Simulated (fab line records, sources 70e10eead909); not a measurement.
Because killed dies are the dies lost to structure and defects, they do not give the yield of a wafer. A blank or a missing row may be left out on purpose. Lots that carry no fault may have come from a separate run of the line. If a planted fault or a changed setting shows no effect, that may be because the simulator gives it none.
fab line records	flow nand-harc
record: lots: 24	wafers: 72	last-day: 24
route steps=1159 shown A_STAIRCASE@548
lots that met no fault: from a run of the same line without faults
start-h: hours from the record's opening day to when the first of the lot's shown wafers began	wait-h: how many hours have passed since the lot's step before this one	" same as the row above	L1.1+2: a single row standing in for several wafers	- no value present, or no start provided	* or withheld: withheld	< > ~ a bound
route shown NAME@n: NAME is a module with steps in the file, n the number in the route of the first one	usual: mean/standard deviation of fault-free wafers	same: alike in all rows	chamber/n: place in a boat	sites: the reading at each site	_std_site: standard deviation of those values	_edge_site: outer sites' mean less inner sites'	radius-mm: how far each site lies from the wafer's centre	mask NAME#n: copy n	behind: the tool/chamber that last shaped the wafer	hold: what put the lot on hold/how long, in hours/how the hold closed	device: whichever transistor did not switch (one of n, p or np)	end of line: tests of these same wafers at the route's end	a step without rows: its recipe alone	killed: the dies lost at the first sort to structure and to defects; this is not the yield of the wafer	map: per-die view of a wafer (x killed, . not killed, _ where there is no die)
set.NAME: the setting that was run; set.NAME@STEP: the one run at that earlier step	model.NAME: the simulator's own value behind a step, which no gauge read
a sample of lots followed through the steps of the route, with each step as a table and each wafer as a row
services: a tool's chamber out of use, with start hour (start-h, from the record's first day; less than 0 if before it), hours out, and reason
== steps ==
step: NHARC_A_STAIRCASE_TRIM_12
recipe: time-s: 211.2	o2-flow-sccm: 500	ar-flow-sccm: 0	bias-w: 0	chemistry: O2
usual: drypump-motor-current-A: 5.7/0.34	mfc-ar-sccm: 0.012/0.0099	oes-product-au: 0.997/0.013	rf-vpp-V: 57.8/0.96	showerhead-plenum-p-Torr: 3.47/0.12	throttle-valve-pct: 17.038/0.0085
lot.wafer	tool	chamber	start-h	wait-h	drypump-motor-current-A	mfc-ar-sccm	oes-product-au	rf-hours-counter-h	rf-vpp-V	showerhead-plenum-p-Torr	throttle-valve-pct
L074.3	rie-diel-02	1	215.95	0.1	6.0	0.018	0.993	18	57.7	3.32	17.039
L074.1	"	2	"	"	5.3	0.004	1.004	23	58.7	3.43	17.037
L074.5	"	0	"	"	5.8	0.013	1.005	-	58.3	3.41	17.028
L075.1	rie-diel-03	0	244.88	0.2	5.1	0.011	1.006	8	58.5	3.51	17.041
L075.3	"	1	"	"	4.9	0.011	0.993	7	57.8	3.60	17.037
L075.2	"	2	"	"	5.2	0	1.008	9	59.5	3.64	17.060
L076.3	rie-diel-02	1	255.32	0.1	6.0	0.018	0.987	33	55.3	3.31	17.039
L076.2	"	2	"	"	5.3	0.004	1.000	37	56.0	3.42	17.038
L076.6	"	0	"	"	5.8	0.013	0.984	-	57.3	3.40	17.024
L077.2	rie-diel-03	3	255.46	0.1	6.1	0.030	1.010	13	57.6	3.50	17.037
L077.3	"	0	"	"	5.1	0.011	1.018	11	57.1	3.51	17.051
L077.1	"	2	"	"	5.2	0	1.008	12	57.9	3.64	17.038
L078.1	rie-diel-12	2	255.53	0.1	6.1	0.035	0.987	15	57.5	3.71	17.038
L078.4	"	3	"	"	5.3	0.018	1.012	14	56.5	3.60	17.045
L078.6	"	1	"	"	5.9	0.002	1.000	-	57.5	3.41	17.032
L079.3	rie-diel-12	1	264.42	0.1	5.9	0.002	0.989	21	58.1	3.41	17.049
L079.4	"	3	"	"	5.3	0.018	1.001	18	58.3	3.60	17.037
L079.6	"	0	"	"	5.6	0	0.963	-	59.3	3.62	17.042
L080.4	rie-diel-02	0	269.84	0.1	5.8	0.013	0.992	44	56.7	3.40	17.046
L080.1	"	1	"	"	6.0	0.018	1.008	38	57.7	3.31	17.037
L080.5	"	0	"	"	5.9	0.013	0.999	-	57.8	3.40	17.038
L082.2	rie-diel-02	2	274.11	0.2	5.3	0.004	0.998	45	59.0	3.42	17.035
L082.6	"	0	"	"	5.9	0.013	0.993	-	57.1	3.40	17.049
L082.5	"	1	"	"	5.9	0.018	1.003	-	56.9	3.31	17.021
L081.2	rie-diel-12	0	284.72	0.1	5.6	0	0.980	25	58.7	3.61	17.041
L081.4	"	1	"	"	5.9	0.002	0.995	26	58.5	3.41	17.040
L081.1	"	3	"	"	5.3	0.018	1.001	24	58.8	3.59	17.039
L084.3	rie-diel-02	3	297.88	0.1	5.2	0.012	0.993	50	58.7	3.47	17.053
L084.4	"	0	"	"	5.9	0.013	0.996	53	57.4	3.40	17.028
L084.5	"	1	"	"	6.0	0.018	1.000	-	56.1	3.30	17.059
L085.3	rie-diel-12	1	298.04	0.1	5.9	0.002	0.988	31	57.9	3.40	17.059
L085.2	"	2	"	"	6.1	0.035	0.979	30	60.0	3.70	17.039
L085.6	"	3	"	"	5.3	0.018	1.001	-	57.6	3.59	17.039
L087.1	rie-diel-02	2	304.81	0.1	5.3	0.004	1.011	53	56.8	3.41	17.035
L087.5	"	0	"	"	5.8	0.013	1.006	-	58.4	3.40	17.048
L087.6	"	1	"	"	6.0	0.018	0.998	-	57.1	3.30	17.046
L086.3	rie-diel-02	3	305.13	0.1	5.2	0.012	1.011	52	57.7	3.47	17.046
L086.2	"	0	"	"	5.8	0.013	1.013	56	58.9	3.40	17.029
L086.5	"	1	"	"	5.9	0.018	1.005	-	57.1	3.30	17.046
L083.4	rie-diel-02	0	308.15	0.1	5.9	0.013	1.006	57	59.3	3.39	17.016
L083.6	"	1	"	"	6.0	0.018	1.000	-	58.0	3.30	17.035
L083.5	"	2	"	"	5.4	0.004	0.993	-	57.1	3.41	17.032
L089.4	rie-diel-02	2	319.43	0.1	5.3	0.004	0.988	59	58.4	3.41	17.036
L089.1	"	0	"	"	5.8	0.013	1.004	60	57.7	3.39	17.035
L089.3	"	1	"	"	6.0	0.018	1.008	54	57.9	3.30	17.043
L088.1	rie-diel-12	2	319.78	0.1	6.1	0.035	0.981	36	56.8	3.69	17.052
L088.2	"	0	"	"	5.6	0	0.975	38	57.6	3.61	17.022
L088.4	"	0	"	"	5.6	0	0.978	-	58.9	3.61	17.041
L090.4	rie-diel-02	0	341.83	0.1	5.8	0.013	1.005	1	57.2	3.39	17.038
L090.6	"	1	"	"	6.0	0.018	0.990	-	56.5	3.30	17.033
L090.5	"	2	"	"	5.3	0.004	0.992	-	57.4	3.41	17.053
L092.4	rie-diel-02	0	344.42	0.1	5.8	0.013	1.011	2	56.7	3.39	17.026
L092.5	"	1	"	"	6.0	0.018	0.997	-	57.0	3.30	17.035
L092.6	"	2	"	"	5.3	0.004	0.997	-	59.0	3.41	17.039
L093.1	rie-diel-12	0	347.62	0.1	5.6	0	0.987	50	59.7	3.60	17.038
L093.3	"	1	"	"	5.9	0.002	1.014	51	58.0	3.39	17.038
L093.2	"	2	"	"	6.1	0.035	0.984	48	57.9	3.69	17.032
L091.2	rie-diel-02	1	347.92	0.1	6.0	0.018	0.999	3	57.4	3.30	17.040
L091.4	"	3	"	"	5.2	0.012	1.023	3	57.7	3.46	17.031
L091.5	"	1	"	"	6.0	0.018	0.993	-	57.3	3.30	17.039
L094.3	rie-diel-12	3	351.80	0.1	5.3	0.018	1.003	45	59.0	3.58	17.044
L094.2	"	0	"	"	5.6	0	0.984	51	57.7	3.60	17.035
L094.1	"	1	"	"	5.9	0.002	1.012	52	56.0	3.39	17.044
L095.4	rie-diel-12	3	371.22	0.1	5.3	0.018	1.008	53	59.3	3.58	17.048
L095.3	"	2	"	"	6.1	0.035	0.974	56	58.6	3.68	17.047
L095.6	"	3	"	"	5.3	0.018	1.016	-	57.9	3.58	17.025
L097.4	rie-diel-12	3	371.81	0.3	5.3	0.018	1.006	53	58.1	3.58	17.038
L097.1	"	0	"	"	5.6	0	0.976	59	58.2	3.59	17.037
L097.5	"	1	"	"	5.9	0.002	0.995	-	57.3	3.39	17.035
L096.4	rie-diel-02	0	374.88	0.1	5.9	0.013	1.011	11	57.8	3.38	17.028
L096.1	"	3	"	"	5.2	0.012	1.035	11	56.3	3.46	17.030
L096.6	"	0	"	"	5.8	0.013	1.017	-	57.4	3.38	17.033
step: NHARC_A_STAIRCASE_ETCH_13
recipe: target-depth-a: 1000	time-s: 40.5	ion-energy-ev: 400	c4f8-flow-sccm: 20	o2-flow-sccm: 10	ar-flow-sccm: withheld	rf-w: 600	bias-w: 1000	chemistry: C4F8/O2
usual: oes-product-au: 0.938/0.017	rf-vpp-V: 894/4.5
lot.wafer	tool	chamber	start-h	wait-h	oes-product-au	rf-hours-counter-h	rf-vpp-V
L074.3	rie-diel-02	3	-	-	0.943	22	895
L074.1	"	1	"	"	0.937	18	890
L074.5	"	2	"	"	0.946	-	892
L075.3	rie-diel-03	1	-	-	0.933	7	900
L075.1	"	3	"	"	0.940	10	894
L075.2	"	0	"	"	0.943	8	895
L076.3	rie-diel-02	3	-	-	0.965	36	893
L076.2	"	2	"	"	0.955	37	891
L076.6	"	0	"	"	0.941	-	892
L077.2	rie-diel-03	3	-	-	0.954	13	894
L077.3	"	0	"	"	0.965	11	896
L077.1	"	1	"	"	0.951	10	899
L078.4	rie-diel-12	0	-	-	0.928	14	898
L078.1	"	1	"	"	0.949	14	891
L078.6	"	0	"	"	0.922	-	899
L079.3	rie-diel-12	3	-	-	0.956	18	899
L079.4	"	1	"	"	0.949	21	891
L079.6	"	3	"	"	0.954	-	899
L080.1	rie-diel-02	0	-	-	0.951	44	890
L080.4	"	2	"	"	0.946	43	892
L080.5	"	0	"	"	0.944	-	891
L082.2	rie-diel-02	2	-	-	0.929	45	893
L082.5	"	2	"	"	0.936	-	891
L082.6	"	3	"	"	0.946	-	893
L081.1	rie-diel-12	0	-	-	0.905	25	899
L081.2	"	2	"	"	0.912	26	904
L081.4	"	3	"	"	0.927	24	899
L084.3	rie-diel-02	1	-	-	0.934	47	887
L084.4	"	2	"	"	0.917	52	892
L084.5	"	0	"	"	0.925	-	891
L085.3	rie-diel-12	0	-	-	0.919	30	899
L085.2	"	1	"	"	0.934	31	892
L085.6	"	2	"	"	0.933	-	902
L087.1	rie-diel-02	1	-	-	0.925	49	888
L087.5	"	2	"	"	0.926	-	892
L087.6	"	3	"	"	0.932	-	894
L086.2	rie-diel-02	0	-	-	0.942	56	891
L086.3	"	1	"	"	0.926	49	887
L086.5	"	1	"	"	0.931	-	889
L083.4	rie-diel-02	2	-	-	0.921	55	890
L083.5	"	3	"	"	0.934	-	893
L083.6	"	0	"	"	0.928	-	891
L089.4	rie-diel-02	2	-	-	0.922	59	890
L089.1	"	3	"	"	0.951	57	895
L089.3	"	0	"	"	0.954	60	890
L088.1	rie-diel-12	2	-	-	0.922	37	901
L088.2	"	0	"	"	0.913	39	899
L088.4	"	0	"	"	0.907	-	898
L090.4	rie-diel-02	0	-	-	0.963	1	890
L090.5	"	1	"	"	0.925	-	886
L090.6	"	2	"	"	0.936	-	892
L092.4	rie-diel-02	3	-	-	0.974	2	895
L092.5	"	1	"	"	0.926	-	887
L092.6	"	2	"	"	0.936	-	891
L093.3	rie-diel-12	0	-	-	0.942	50	899
L093.2	"	1	"	"	0.954	51	891
L093.1	"	2	"	"	0.942	48	902
L091.2	rie-diel-02	0	-	-	0.935	3	892
L091.4	"	2	"	"	0.922	3	891
L091.5	"	1	"	"	0.928	-	888
L094.1	rie-diel-12	0	-	-	0.937	51	897
L094.3	"	2	"	"	0.932	49	901
L094.2	"	3	"	"	0.953	45	898
L095.3	rie-diel-12	2	-	-	0.899	56	902
L095.4	"	0	"	"	0.903	58	899
L095.6	"	3	"	"	0.931	-	899
L097.1	rie-diel-12	2	-	-	0.917	56	902
L097.4	"	1	"	"	0.931	58	891
L097.5	"	3	"	"	0.944	-	898
L096.4	rie-diel-02	3	-	-	0.978	11	893
L096.1	"	1	"	"	0.934	12	888
L096.6	"	3	"	"	0.980	-	894
step: NHARC_A_STAIRCASE_ETCH_15
recipe: target-depth-a: 1000	time-s: 40.5	ion-energy-ev: 400	c4f8-flow-sccm: 20	o2-flow-sccm: 10	ar-flow-sccm: withheld	rf-w: 600	bias-w: 1000	chemistry: C4F8/O2
usual: oes-product-au: 0.941/0.015	rf-vpp-V: 894/4.5
lot.wafer	tool	chamber	start-h	wait-h	oes-product-au	rf-hours-counter-h	rf-vpp-V
L074.3	rie-diel-02	1	-	-	0.942	18	890
L074.1	"	2	"	"	0.945	23	892
L074.5	"	0	"	"	0.943	-	892
L075.1	rie-diel-03	1	-	-	0.940	8	900
L075.3	"	2	"	"	0.964	9	900
L075.2	"	3	"	"	0.957	10	895
L076.2	rie-diel-02	0	-	-	0.951	37	891
L076.3	"	3	"	"	0.961	36	894
L076.6	"	1	"	"	0.933	-	888
L077.3	rie-diel-03	1	-	-	0.947	10	898
L077.1	"	2	"	"	0.967	12	901
L077.2	"	3	"	"	0.955	13	894
L078.1	rie-diel-12	3	-	-	0.965	14	898
L078.4	"	0	"	"	0.917	14	901
L078.6	"	2	"	"	0.940	-	901
L079.4	rie-diel-12	3	-	-	0.962	18	899
L079.3	"	1	"	"	0.943	21	892
L079.6	"	3	"	"	0.948	-	899
L080.1	rie-diel-02	2	-	-	0.947	43	892
L080.4	"	0	"	"	0.944	44	891
L080.5	"	1	"	"	0.943	-	889
L082.2	rie-diel-02	0	-	-	0.949	46	890
L082.5	"	2	"	"	0.932	-	893
L082.6	"	3	"	"	0.941	-	893
L081.1	rie-diel-12	0	-	-	0.909	26	900
L081.4	"	1	"	"	0.928	26	891
L081.2	"	2	"	"	0.912	26	902
L084.4	rie-diel-02	2	-	-	0.932	52	892
L084.3	"	3	"	"	0.949	50	894
L084.5	"	1	"	"	0.931	-	888
L085.2	rie-diel-12	2	-	-	0.938	30	902
L085.3	"	3	"	"	0.970	28	898
L085.6	"	1	"	"	0.942	-	890
L087.1	rie-diel-02	2	-	-	0.931	54	891
L087.5	"	1	"	"	0.935	-	888
L087.6	"	2	"	"	0.937	-	891
L086.3	rie-diel-02	0	-	-	0.936	56	892
L086.2	"	1	"	"	0.936	49	887
L086.5	"	3	"	"	0.960	-	894
L083.4	rie-diel-02	0	-	-	0.950	57	890
L083.5	"	0	"	"	0.951	-	891
L083.6	"	1	"	"	0.937	-	888
L089.3	rie-diel-02	0	-	-	0.943	62	890
L089.1	"	1	"	"	0.943	55	888
L089.4	"	2	"	"	0.929	60	891
L088.2	rie-diel-12	0	-	-	0.941	41	899
L088.1	"	1	"	"	0.951	41	890
L088.4	"	2	"	"	0.917	39	901
L090.4	rie-diel-02	0	-	-	0.954	1	891
L090.5	"	1	"	"	0.940	-	887
L090.6	"	2	"	"	0.940	-	893
L092.4	rie-diel-02	3	-	-	0.969	2	894
L092.6	"	2	"	"	0.938	-	893
L092.5	"	3	"	"	0.961	-	893
L093.2	rie-diel-12	3	-	-	0.946	44	899
L093.3	"	0	"	"	0.927	50	899
L093.1	"	1	"	"	0.954	51	890
L091.4	rie-diel-02	2	-	-	0.926	4	892
L091.2	"	0	"	"	0.953	3	891
L091.5	"	2	"	"	0.918	-	892
L094.3	rie-diel-12	3	-	-	0.938	45	898
L094.1	"	1	"	"	0.959	52	891
L094.2	"	2	"	"	0.930	49	903
L095.3	rie-diel-12	3	-	-	0.940	53	897
L095.4	"	1	"	"	0.939	58	890
L095.6	"	0	"	"	0.911	-	899
L097.4	rie-diel-12	0	-	-	0.922	59	898
L097.1	"	2	"	"	0.910	57	902
L097.5	"	3	"	"	0.947	-	899
L096.4	rie-diel-02	3	-	-	0.993	11	894
L096.1	"	1	"	"	0.932	12	887
L096.6	"	0	"	"	0.966	-	890
step: NHARC_A_STAIRCASE_ETCH_23
recipe: target-depth-a: 1000	time-s: 40.5	ion-energy-ev: 400	c4f8-flow-sccm: 20	o2-flow-sccm: 10	ar-flow-sccm: withheld	rf-w: 600	bias-w: 1000	chemistry: C4F8/O2
usual: oes-product-au: 0.943/0.016	rf-vpp-V: 895/4.6
lot.wafer	tool	chamber	start-h	wait-h	oes-product-au	rf-hours-counter-h	rf-vpp-V
L074.3	rie-diel-12	2	-	-	0.932	2	902
L074.1	"	3	"	"	0.946	1	899
L074.5	"	1	"	"	0.938	-	891
L075.3	rie-diel-02	0	-	-	0.972	36	893
L075.1	"	1	"	"	0.956	31	886
L075.2	"	2	"	"	0.962	36	892
L077.1	rie-diel-03	3	-	-	0.957	14	896
L077.3	"	0	"	"	0.967	12	895
L077.2	"	1	"	"	0.943	11	899
L076.3	rie-diel-03	1	-	-	0.940	11	897
L076.2	"	0	"	"	0.964	12	897
L076.6	"	2	"	"	0.956	-	902
L078.1	rie-diel-12	0	-	-	0.929	16	899
L078.4	"	1	"	"	0.933	17	891
L078.6	"	0	"	"	0.910	-	898
L079.3	rie-diel-12	1	-	-	0.940	22	890
L079.4	"	2	"	"	0.914	21	901
L079.6	"	2	"	"	0.928	-	903
L080.4	rie-diel-02	0	-	-	0.953	45	891
L080.1	"	1	"	"	0.940	39	887
L080.5	"	0	"	"	0.945	-	892
L082.2	rie-diel-02	0	-	-	0.959	46	892
L082.5	"	3	"	"	0.962	-	894
L082.6	"	0	"	"	0.965	-	892
L081.1	rie-diel-02	0	-	-	0.950	50	891
L081.4	"	2	"	"	0.958	49	890
L081.2	"	3	"	"	0.962	50	893
L084.3	rie-diel-02	1	-	-	0.948	48	887
L084.4	"	2	"	"	0.940	53	891
L084.5	"	2	"	"	0.942	-	893
L085.2	rie-diel-12	1	-	-	0.952	32	893
L085.3	"	0	"	"	0.930	31	898
L085.6	"	1	"	"	0.948	-	891
L087.1	rie-diel-03	1	-	-	0.942	30	898
L087.5	"	0	"	"	0.954	-	897
L087.6	"	1	"	"	0.951	-	897
L086.3	rie-diel-02	2	-	-	0.955	55	890
L086.2	"	3	"	"	0.945	53	893
L086.5	"	2	"	"	0.937	-	892
L083.4	rie-diel-12	0	-	-	0.913	36	898
L083.6	"	0	"	"	0.900	-	899
L083.5	"	1	"	"	0.929	-	892
L089.3	rie-diel-12	0	-	-	0.922	41	898
L089.1	"	2	"	"	0.907	39	902
L089.4	"	3	"	"	0.930	36	898
L088.4	rie-diel-12	3	-	-	0.934	36	898
L088.2	"	0	"	"	0.928	41	899
L088.1	"	2	"	"	0.931	39	900
L090.4	rie-diel-12	1	-	-	0.962	50	891
L090.6	"	0	"	"	0.944	-	900
L090.5	"	1	"	"	0.967	-	893
L092.4	rie-diel-02	0	-	-	0.957	2	891
L092.5	"	2	"	"	0.929	-	890
L092.6	"	3	"	"	0.973	-	894
L093.1	rie-diel-03	3	-	-	0.944	49	894
L093.2	"	0	"	"	0.913	45	895
L093.3	"	2	"	"	0.936	49	901
L091.4	rie-diel-12	3	-	-	0.945	45	898
L091.2	"	1	"	"	0.959	51	891
L091.5	"	2	"	"	0.938	-	902
L094.2	rie-diel-02	1	-	-	0.932	6	887
L094.3	"	2	"	"	0.936	6	892
L094.1	"	3	"	"	0.971	5	894
L095.4	rie-diel-02	3	-	-	0.966	10	894
L095.3	"	1	"	"	0.938	11	887
L095.6	"	3	"	"	0.966	-	893
L097.1	rie-diel-12	1	-	-	0.943	59	890
L097.4	"	2	"	"	0.938	57	903
L097.5	"	1	"	"	0.939	-	892
L096.1	rie-diel-12	0	-	-	0.922	61	900
L096.4	"	1	"	"	0.938	60	891
L096.6	"	1	"	"	0.936	-	890
step: NHARC_A_STAIRCASE_TRIM_191
recipe: time-s: 211.2	o2-flow-sccm: 500	ar-flow-sccm: 0	bias-w: 0	chemistry: O2
usual: drypump-motor-current-A: 5.5/0.4	mfc-ar-sccm: 0.013/0.0095	oes-product-au: 1.001/0.014	rf-vpp-V: 57.7/0.89	showerhead-plenum-p-Torr: 3.48/0.11	throttle-valve-pct: 17.037/0.0088
lot.wafer	tool	chamber	start-h	wait-h	drypump-motor-current-A	mfc-ar-sccm	oes-product-au	rf-hours-counter-h	rf-vpp-V	showerhead-plenum-p-Torr	throttle-valve-pct
L074.3	rie-diel-12	1	-	-	5.9	0.002	0.989	3	56.1	3.42	17.023
L074.1	"	3	"	"	5.3	0.018	1.010	2	58.8	3.61	17.032
L074.5	"	0	"	"	5.6	0	0.981	-	58.5	3.62	17.038
L075.1	rie-diel-02	0	-	-	5.8	0.013	1.004	36	57.9	3.41	17.036
L075.2	"	2	"	"	5.3	0.004	1.006	36	58.7	3.42	17.027
L075.3	"	3	"	"	5.2	0.012	1.013	35	58.0	3.48	17.037
L077.3	rie-diel-02	1	-	-	6.0	0.018	0.991	35	58.6	3.31	17.046
L077.2	"	2	"	"	5.3	0.004	0.996	39	57.5	3.42	17.055
L077.1	"	0	"	"	5.8	0.013	1.003	39	57.8	3.40	17.032
L076.3	rie-diel-02	2	-	-	5.3	0.004	0.998	39	57.7	3.42	17.017
L076.2	"	3	"	"	5.2	0.012	1.005	38	58.2	3.48	17.044
L076.6	"	0	"	"	5.8	0.013	1.002	-	57.3	3.40	17.036
L078.4	rie-diel-03	0	-	-	5.1	0.011	1.004	14	58.2	3.51	17.047
L078.1	"	1	"	"	4.9	0.011	0.992	12	56.7	3.60	17.028
L078.6	"	0	"	"	5.1	0.011	1.015	-	57.2	3.51	17.053
L079.4	rie-diel-03	0	-	-	5.1	0.011	1.009	17	57.3	3.51	17.036
L079.3	"	1	"	"	4.9	0.011	0.986	17	59.4	3.60	17.033
L079.6	"	3	"	"	6.0	0.030	1.021	-	57.4	3.50	17.030
L080.4	rie-diel-02	2	-	-	5.3	0.004	0.995	44	60.2	3.42	17.036
L080.1	"	3	"	"	5.2	0.012	1.004	44	58.7	3.47	17.038
L080.5	"	1	"	"	6.0	0.018	0.999	-	57.3	3.31	17.029
L082.2	rie-diel-03	1	-	-	4.9	0.011	0.982	19	58.5	3.60	17.023
L082.5	"	0	"	"	5.1	0.011	0.998	-	57.3	3.51	17.032
L082.6	"	1	"	"	4.9	0.011	0.996	-	58.5	3.60	17.041
L081.2	rie-diel-03	0	-	-	5.1	0.011	1.001	24	59.2	3.51	17.039
L081.4	"	1	"	"	4.9	0.011	0.982	24	57.6	3.59	17.029
L081.1	"	3	"	"	6.1	0.030	1.020	27	57.3	3.49	17.066
L084.3	rie-diel-03	0	-	-	5.1	0.011	1.014	28	56.7	3.50	17.029
L084.4	"	1	"	"	4.9	0.011	1.001	28	58.0	3.59	17.046
L084.5	"	0	"	"	5.1	0.011	1.000	-	57.8	3.50	17.040
L085.3	rie-diel-12	0	-	-	5.6	0	0.969	32	57.3	3.61	17.030
L085.2	"	1	"	"	5.9	0.002	0.994	33	57.7	3.40	17.039
L085.6	"	0	"	"	5.6	0	0.975	-	57.9	3.61	17.040
L087.1	rie-diel-03	2	-	-	5.2	0	0.994	34	58.0	3.63	17.034
L087.6	"	2	"	"	5.2	0	0.997	-	57.9	3.63	17.042
L087.5	"	3	"	"	6.1	0.030	1.010	-	56.4	3.49	17.035
L086.3	rie-diel-02	1	-	-	6.0	0.018	1.003	51	57.3	3.30	17.030
L086.2	"	2	"	"	5.3	0.004	0.997	56	57.5	3.41	17.038
L086.5	"	0	"	"	5.9	0.013	1.002	-	56.6	3.39	17.039
L083.4	rie-diel-02	3	-	-	5.2	0.012	1.013	55	57.9	3.47	17.046
L083.5	"	1	"	"	6.0	0.018	0.994	-	56.8	3.30	17.034
L083.6	"	2	"	"	5.3	0.004	0.997	-	59.0	3.41	17.051
L089.4	rie-diel-03	3	-	-	6.0	0.030	1.024	40	58.7	3.49	17.031
L089.1	"	0	"	"	5.1	0.011	1.012	38	57.2	3.50	17.053
L089.3	"	2	"	"	5.2	0	1.008	40	57.1	3.62	17.061
L088.2	rie-diel-12	3	-	-	5.3	0.018	0.988	38	56.9	3.59	17.039
L088.1	"	0	"	"	5.6	0	0.978	43	58.8	3.60	17.037
L088.4	"	1	"	"	5.9	0.002	1.002	43	56.5	3.40	17.043
L090.4	rie-diel-03	2	-	-	5.2	0	0.988	47	59.2	3.62	17.045
L090.5	"	2	"	"	5.2	0	1.009	-	58.7	3.62	17.023
L090.6	"	3	"	"	6.0	0.030	1.021	-	56.5	3.48	17.022
L092.4	rie-diel-02	0	-	-	5.8	0.013	1.015	3	57.2	3.39	17.036
L092.5	"	0	"	"	5.8	0.013	1.019	-	57.7	3.39	17.048
L092.6	"	1	"	"	6.0	0.018	0.994	-	57.4	3.30	17.048
L093.1	rie-diel-02	3	-	-	5.2	0.012	1.015	4	56.9	3.46	17.038
L093.3	"	0	"	"	5.8	0.013	1.019	4	59.5	3.39	17.030
L093.2	"	1	"	"	6.0	0.018	0.976	5	56.0	3.29	17.046
L091.2	rie-diel-03	1	-	-	4.9	0.011	1.010	44	57.8	3.58	17.037
L091.4	"	2	"	"	5.2	0	1.005	50	57.4	3.62	17.050
L091.5	"	1	"	"	4.9	0.011	1.001	-	58.6	3.58	17.031
L094.1	rie-diel-02	0	-	-	5.8	0.013	1.006	6	55.9	3.39	17.034
L094.2	"	1	"	"	6.0	0.018	0.981	7	57.0	3.29	17.042
L094.3	"	2	"	"	5.3	0.004	0.998	7	56.5	3.40	17.031
L095.4	rie-diel-02	1	-	-	6.0	0.018	0.995	12	57.1	3.29	17.034
L095.3	"	0	"	"	5.8	0.013	1.016	12	56.9	3.38	17.015
L095.6	"	2	"	"	5.3	0.004	0.980	-	57.1	3.40	17.040
L097.4	rie-diel-02	2	-	-	5.3	0.004	0.986	13	57.8	3.40	17.038
L097.1	"	0	"	"	5.8	0.013	1.004	12	56.4	3.38	17.025
L097.5	"	2	"	"	5.4	0.004	0.985	-	56.1	3.40	17.055
L096.1	rie-diel-12	2	-	-	6.1	0.035	0.982	60	58.9	3.68	17.046
L096.4	"	0	"	"	5.6	0	0.976	62	57.5	3.59	17.030
L096.6	"	2	"	"	6.1	0.035	0.974	-	57.8	3.68	17.037
step: NHARC_A_STAIRCASE_ETCH_201
recipe: target-depth-a: 1000	time-s: 40.5	ion-energy-ev: 400	c4f8-flow-sccm: 20	o2-flow-sccm: 10	ar-flow-sccm: withheld	rf-w: 600	bias-w: 1000	chemistry: C4F8/O2
usual: oes-product-au: 0.944/0.014	rf-vpp-V: 895/4.2
lot.wafer	tool	chamber	start-h	wait-h	oes-product-au	rf-hours-counter-h	rf-vpp-V
L074.1	rie-diel-12	3	-	-	0.944	3	898
L074.3	"	1	"	"	0.931	3	892
L074.5	"	2	"	"	0.930	-	903
L075.2	rie-diel-02	3	-	-	0.970	36	894
L075.3	"	0	"	"	0.959	37	891
L075.1	"	1	"	"	0.935	32	886
L077.1	rie-diel-02	2	-	-	0.941	40	893
L077.2	"	3	"	"	0.944	39	895
L077.3	"	0	"	"	0.945	40	891
L076.3	rie-diel-03	0	-	-	0.952	15	895
L076.2	"	1	"	"	0.922	14	899
L076.6	"	2	"	"	0.942	-	899
L078.1	rie-diel-03	1	-	-	0.945	15	899
L078.4	"	3	"	"	0.944	17	896
L078.6	"	2	"	"	0.946	-	898
L079.3	rie-diel-03	0	-	-	0.958	17	896
L079.4	"	2	"	"	0.956	19	900
L079.6	"	1	"	"	0.951	-	899
L080.4	rie-diel-03	0	-	-	0.948	19	894
L080.1	"	3	"	"	0.939	22	893
L080.5	"	0	"	"	0.951	-	895
L082.2	rie-diel-03	3	-	-	0.950	23	896
L082.6	"	3	"	"	0.950	-	895
L082.5	"	0	"	"	0.947	-	896
L081.4	rie-diel-12	2	-	-	0.925	27	903
L081.1	"	3	"	"	0.949	26	900
L081.2	"	0	"	"	0.914	27	899
L084.3	rie-diel-03	3	-	-	0.974	32	895
L084.4	"	2	"	"	0.951	32	901
L084.5	"	3	"	"	0.971	-	894
L085.3	rie-diel-12	3	-	-	0.937	30	897
L085.2	"	0	"	"	0.924	32	898
L085.6	"	2	"	"	0.933	-	903
L087.1	rie-diel-03	3	-	-	0.967	35	895
L087.5	"	1	"	"	0.948	-	898
L087.6	"	2	"	"	0.954	-	900
L086.3	rie-diel-02	0	-	-	0.940	58	890
L086.2	"	1	"	"	0.929	51	888
L086.5	"	3	"	"	0.943	-	894
L083.4	rie-diel-02	2	-	-	0.934	58	891
L083.6	"	2	"	"	0.934	-	892
L083.5	"	3	"	"	0.952	-	894
L089.1	rie-diel-03	2	-	-	0.938	41	898
L089.3	"	3	"	"	0.954	41	895
L089.4	"	0	"	"	0.943	38	896
L088.4	rie-diel-12	2	-	-	0.918	41	901
L088.2	"	3	"	"	0.938	38	899
L088.1	"	0	"	"	0.919	43	899
L090.4	rie-diel-02	3	-	-	0.978	3	893
L090.6	"	2	"	"	0.918	-	892
L090.5	"	3	"	"	0.973	-	894
L092.4	rie-diel-02	1	-	-	0.937	4	888
L092.5	"	3	"	"	0.961	-	893
L092.6	"	0	"	"	0.943	-	891
L093.1	rie-diel-02	1	-	-	0.942	6	888
L093.2	"	3	"	"	0.969	5	894
L093.3	"	0	"	"	0.972	5	890
L091.4	rie-diel-12	0	-	-	0.928	52	898
L091.2	"	1	"	"	0.948	53	890
L091.5	"	2	"	"	0.927	-	902
L094.1	rie-diel-12	1	-	-	0.959	55	891
L094.3	"	2	"	"	0.923	52	901
L094.2	"	3	"	"	0.947	49	897
L095.3	rie-diel-03	0	-	-	0.970	60	894
L095.4	"	1	"	"	0.941	55	899
L095.6	"	2	"	"	0.947	-	899
L097.4	rie-diel-02	3	-	-	0.984	13	893
L097.1	"	0	"	"	0.948	12	891
L097.5	"	0	"	"	0.956	-	892
L096.1	rie-diel-02	1	-	-	0.936	14	888
L096.4	"	0	"	"	0.959	14	891
L096.6	"	2	"	"	0.926	-	892
== services ==
tool	chamber	start-h	hours	kind
rie-diel-12	-	197.12	5.7	repair
rie-diel-12	-	202.83	9.0	pm
rie-diel-02	0	208.86	-	clean
rie-diel-02	1	208.86	-	clean
rie-diel-02	2	208.86	-	clean
rie-diel-02	3	208.86	-	clean
rie-diel-03	-	215.38	9.0	pm
rie-diel-02	0	233.36	-	clean
rie-diel-02	1	233.36	-	clean
rie-diel-02	2	233.36	-	clean
rie-diel-02	3	233.36	-	clean
rie-diel-02	0	257.86	-	clean
rie-diel-02	1	257.86	-	clean
rie-diel-02	2	257.86	-	clean
rie-diel-02	3	257.86	-	clean
rie-diel-02	0	283.12	-	clean
rie-diel-02	1	283.12	-	clean
rie-diel-02	2	283.12	-	clean
rie-diel-02	3	287.61	5.5	repair
rie-diel-12	3	319.36	2.0	repair
rie-diel-02	-	327.86	9.0	pm
rie-diel-03	1	332.84	6.5	repair
rie-diel-12	1	337.97	1.2	repair
rie-diel-12	-	379.86	9.0	pm
== key ==
fault none
